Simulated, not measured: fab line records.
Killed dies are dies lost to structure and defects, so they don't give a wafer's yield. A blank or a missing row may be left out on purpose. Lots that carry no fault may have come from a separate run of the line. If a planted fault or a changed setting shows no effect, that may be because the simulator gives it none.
Lot-split experiment / flow n5 finfet / route with 1938 steps; 7 lots, 39 wafers read

== ON THE SPLIT ==
At N5_BEOL_M7_TRENCH_ETCH_37 (etches SiCOH lowk in C4F6/O2, target depth 93.478 nm, time 31.2 s), the setting target depth a was moved away from the recipe's 934.78 angstrom on 15 of the 39 wafers read, by -48.3% to +56.7%. The other wafers ran this setting at the recipe's value.

== FROM THE SPLIT TO THE READING: what the file shows between them, 8 steps ==
- N5_BEOL_M7_ETCH_41: etches SiCN in CH3F/O2, target depth 31.9 nm, time 57.8 s
- N5_BEOL_M7_STRIP_80: strips in N2/H2, time 10 s
- N5_BEOL_M7_OCD_MEAS_38
- N5_BEOL_M7_HM_STRIP_39: strips TiN in peroxide tin strip, target depth 25 nm, time 158 s
- N5_BEOL_M7_SRD_40: time 30 s
- N5_BEOL_M7_ECD_50: material Cu, target thk 300 nm
- N5_BEOL_M7_ANNEAL_51: time 90 s
- N5_BEOL_M7_CMP_52: polishes, stops on SiCOH lowk, t overpolish 6.9 s, target thk 80 nm

== THE READING ==
M7_THK, in nm, at N5_BEOL_M7_THK_MEAS_53 (measures by xrf). On this fab line, fault-free wafers typically give 80.3 nm with a standard deviation of 1.9 nm.

wafer=L079.1; tool, chamber at the split=rie diel-05, 2; target depth a as run, angstrom=1344; against the recipe=+43.8%; M7_THK, nm=118.2; against lot-mates on the recipe=+38.5
wafer=L079.2; tool, chamber at the split=rie diel-05, 0; target depth a as run, angstrom=1344; against the recipe=+43.8%; M7_THK, nm=119.3; against lot-mates on the recipe=+39.6
wafer=L079.3; tool, chamber at the split=rie diel-05, 3; target depth a as run, angstrom=934.78; against the recipe=recipe; M7_THK, nm=79.5; against lot-mates on the recipe=-
wafer=L079.4; tool, chamber at the split=rie diel-05, 2; target depth a as run, angstrom=934.78; against the recipe=recipe; M7_THK, nm=79.6; against lot-mates on the recipe=-
wafer=L079.5; tool, chamber at the split=rie diel-05, 3; target depth a as run, angstrom=934.78; against the recipe=recipe; M7_THK, nm=80.1; against lot-mates on the recipe=-
wafer=L079.6; tool, chamber at the split=rie diel-05, 0; target depth a as run, angstrom=1344; against the recipe=+43.8%; M7_THK, nm=118.2; against lot-mates on the recipe=+38.5
wafer=L082.1; tool, chamber at the split=rie diel-05, 1; target depth a as run, angstrom=1465; against the recipe=+56.7%; M7_THK, nm=125.0; against lot-mates on the recipe=+45.9
wafer=L082.2; tool, chamber at the split=rie diel-05, 2; target depth a as run, angstrom=934.78; against the recipe=recipe; M7_THK, nm=79.8; against lot-mates on the recipe=-
wafer=L082.3; tool, chamber at the split=rie diel-05, 3; target depth a as run, angstrom=934.78; against the recipe=recipe; M7_THK, nm=80.9; against lot-mates on the recipe=-
wafer=L082.4; tool, chamber at the split=rie diel-05, 3; target depth a as run, angstrom=1465; against the recipe=+56.7%; M7_THK, nm=133.0; against lot-mates on the recipe=+53.9
wafer=L082.5; tool, chamber at the split=rie diel-05, 1; target depth a as run, angstrom=934.78; against the recipe=recipe; M7_THK, nm=76.7; against lot-mates on the recipe=-
wafer=L082.6; tool, chamber at the split=rie diel-05, 2; target depth a as run, angstrom=1465; against the recipe=+56.7%; M7_THK, nm=131.4; against lot-mates on the recipe=+52.3
wafer=L085.1; tool, chamber at the split=rie diel-05, 2; target depth a as run, angstrom=1424; against the recipe=+52.3%; M7_THK, nm=130.5; against lot-mates on the recipe=+51.7
wafer=L085.2; tool, chamber at the split=rie diel-05, 3; target depth a as run, angstrom=934.78; against the recipe=recipe; M7_THK, nm=80.2; against lot-mates on the recipe=-
wafer=L085.3; tool, chamber at the split=rie diel-05, 1; target depth a as run, angstrom=1424; against the recipe=+52.3%; M7_THK, nm=125.1; against lot-mates on the recipe=+46.3
wafer=L085.4; tool, chamber at the split=rie diel-05, 2; target depth a as run, angstrom=934.78; against the recipe=recipe; M7_THK, nm=79.4; against lot-mates on the recipe=-
wafer=L085.5; tool, chamber at the split=rie diel-05, 1; target depth a as run, angstrom=934.78; against the recipe=recipe; M7_THK, nm=76.9; against lot-mates on the recipe=-
wafer=L085.6; tool, chamber at the split=rie diel-05, 3; target depth a as run, angstrom=1424; against the recipe=+52.3%; M7_THK, nm=129.6; against lot-mates on the recipe=+50.8
wafer=L091.1; tool, chamber at the split=rie diel-02, 1; target depth a as run, angstrom=722.5; against the recipe=-22.7%; M7_THK, nm=60.7; against lot-mates on the recipe=-20.7
wafer=L091.2; tool, chamber at the split=rie diel-02, 0; target depth a as run, angstrom=722.5; against the recipe=-22.7%; M7_THK, nm=58.3; against lot-mates on the recipe=-23.1
wafer=L091.3; tool, chamber at the split=rie diel-02, 2; target depth a as run, angstrom=934.78; against the recipe=recipe; M7_THK, nm=79.0; against lot-mates on the recipe=-
wafer=L091.4; tool, chamber at the split=rie diel-02, 3; target depth a as run, angstrom=934.78; against the recipe=recipe; M7_THK, nm=82.6; against lot-mates on the recipe=-
wafer=L091.5; tool, chamber at the split=rie diel-02, 1; target depth a as run, angstrom=934.78; against the recipe=recipe; M7_THK, nm=82.7; against lot-mates on the recipe=-
wafer=L091.6; tool, chamber at the split=rie diel-02, 0; target depth a as run, angstrom=722.5; against the recipe=-22.7%; M7_THK, nm=57.8; against lot-mates on the recipe=-23.6
wafer=L093.2; tool, chamber at the split=rie diel-02, 1; target depth a as run, angstrom=934.78; against the recipe=recipe; M7_THK, nm=84.4; against lot-mates on the recipe=-
wafer=L093.4; tool, chamber at the split=rie diel-02, 3; target depth a as run, angstrom=934.78; against the recipe=recipe; M7_THK, nm=80.6; against lot-mates on the recipe=-
wafer=L093.6; tool, chamber at the split=rie diel-02, 3; target depth a as run, angstrom=934.78; against the recipe=recipe; M7_THK, nm=83.9; against lot-mates on the recipe=-
wafer=L094.1; tool, chamber at the split=rie diel-05, 0; target depth a as run, angstrom=934.78; against the recipe=recipe; M7_THK, nm=80.6; against lot-mates on the recipe=-
wafer=L094.2; tool, chamber at the split=rie diel-05, 1; target depth a as run, angstrom=483.7; against the recipe=-48.3%; M7_THK, nm=32.2; against lot-mates on the recipe=-48.0
wafer=L094.3; tool, chamber at the split=rie diel-05, 3; target depth a as run, angstrom=934.78; against the recipe=recipe; M7_THK, nm=80.7; against lot-mates on the recipe=-
wafer=L094.4; tool, chamber at the split=rie diel-05, 2; target depth a as run, angstrom=934.78; against the recipe=recipe; M7_THK, nm=79.3; against lot-mates on the recipe=-
wafer=L094.5; tool, chamber at the split=rie diel-05, 3; target depth a as run, angstrom=483.7; against the recipe=-48.3%; M7_THK, nm=34.9; against lot-mates on the recipe=-45.3
wafer=L094.6; tool, chamber at the split=rie diel-05, 2; target depth a as run, angstrom=483.7; against the recipe=-48.3%; M7_THK, nm=35.4; against lot-mates on the recipe=-44.8
wafer=L095.1; tool, chamber at the split=rie diel-05, 0; target depth a as run, angstrom=934.78; against the recipe=recipe; M7_THK, nm=81.9; against lot-mates on the recipe=-
wafer=L095.2; tool, chamber at the split=rie diel-05, 1; target depth a as run, angstrom=934.78; against the recipe=recipe; M7_THK, nm=78.0; against lot-mates on the recipe=-
wafer=L095.3; tool, chamber at the split=rie diel-05, 3; target depth a as run, angstrom=934.78; against the recipe=recipe; M7_THK, nm=81.6; against lot-mates on the recipe=-
wafer=L095.4; tool, chamber at the split=rie diel-05, 2; target depth a as run, angstrom=934.78; against the recipe=recipe; M7_THK, nm=81.6; against lot-mates on the recipe=-
wafer=L095.5; tool, chamber at the split=rie diel-05, 1; target depth a as run, angstrom=934.78; against the recipe=recipe; M7_THK, nm=76.9; against lot-mates on the recipe=-
wafer=L095.6; tool, chamber at the split=rie diel-05, 2; target depth a as run, angstrom=934.78; against the recipe=recipe; M7_THK, nm=82.0; against lot-mates on the recipe=-

THE FIT
A straight line over all 39 wafers: M7_THK changes by +0.909 nm for each +1% of target depth a; r = +1.00; the points scatter about the line by 2.3 nm.
The same after taking each lot's own level away (the mean of its wafers on the recipe; 39 wafers): +0.927 nm for each +1%; r = +1.00; scatter 2 nm.
On that fit, the largest move of target depth a shifts the reading by 53 nm.
The lots' own levels span 78.83 to 82.97 nm, that is 2.2 times the standard deviation above.
So the lot-to-lot level changes the slope little: the two slopes agree.
Check: with one of the wafers moved furthest among these (+56.7%) left out of the fit, the line predicts +52.9 nm for it against its lot-mates. Against them it came out at +45.9 nm.

== THE WHOLE CHAIN: every reading that the file lists as answering this split, in the file's order ==
step=N5_BEOL_M7_TRENCH_ETCH_37; what it does=etches SiCOH lowk in C4F6/O2, target depth 93.478 nm, time 31.2 s; reading=BEOL_M7.feature depth nm (the simulator's own value, which no gauge read); change (the file's fit)=+0.926 nm for each +1% of the setting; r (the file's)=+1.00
step=N5_BEOL_M7_TRENCH_ETCH_37; what it does=etches SiCOH lowk in C4F6/O2, target depth 93.478 nm, time 31.2 s; reading=etch.depth nm (the simulator's own value, which no gauge read); change (the file's fit)=+0.927 nm for each +1% of the setting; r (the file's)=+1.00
step=N5_BEOL_M7_TRENCH_ETCH_37; what it does=etches SiCOH lowk in C4F6/O2, target depth 93.478 nm, time 31.2 s; reading=TiN_of_BEOL_M7_HM_DEP_02.thk nm (the simulator's own value, which no gauge read); change (the file's fit)=-0.0261 nm for each +1% of the setting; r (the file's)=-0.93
step=N5_BEOL_M7_OCD_MEAS_38; what it does=; reading=trench depth nm; change (the file's fit)=+0.929 nm for each +1% of the setting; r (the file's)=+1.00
step=N5_BEOL_M7_CMP_52; what it does=polishes, stops on SiCOH lowk, t overpolish 6.9 s, target thk 80 nm; reading=Cu_of_BEOL_M7_ECD_50.thk nm (the simulator's own value, which no gauge read); change (the file's fit)=+0.926 nm for each +1% of the setting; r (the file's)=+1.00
step=N5_BEOL_M7_THK_MEAS_53; what it does=measures by xrf; reading=M7_THK; change (the file's fit)=+0.924 for each +1% of the setting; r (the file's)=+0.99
step=N5_BEOL_M7_RS_MEAS_57; what it does=measures by four-point-probe; reading=M7_RS; change (the file's fit)=not straight: 0.845 at the lowest setting, 0.284 at the recipe, 0.163 at the highest; r (the file's)=not given

== THE FILE'S OWN FIT ==
M7_THK changes by +0.924 nm for each +1% of target depth a, r = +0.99.
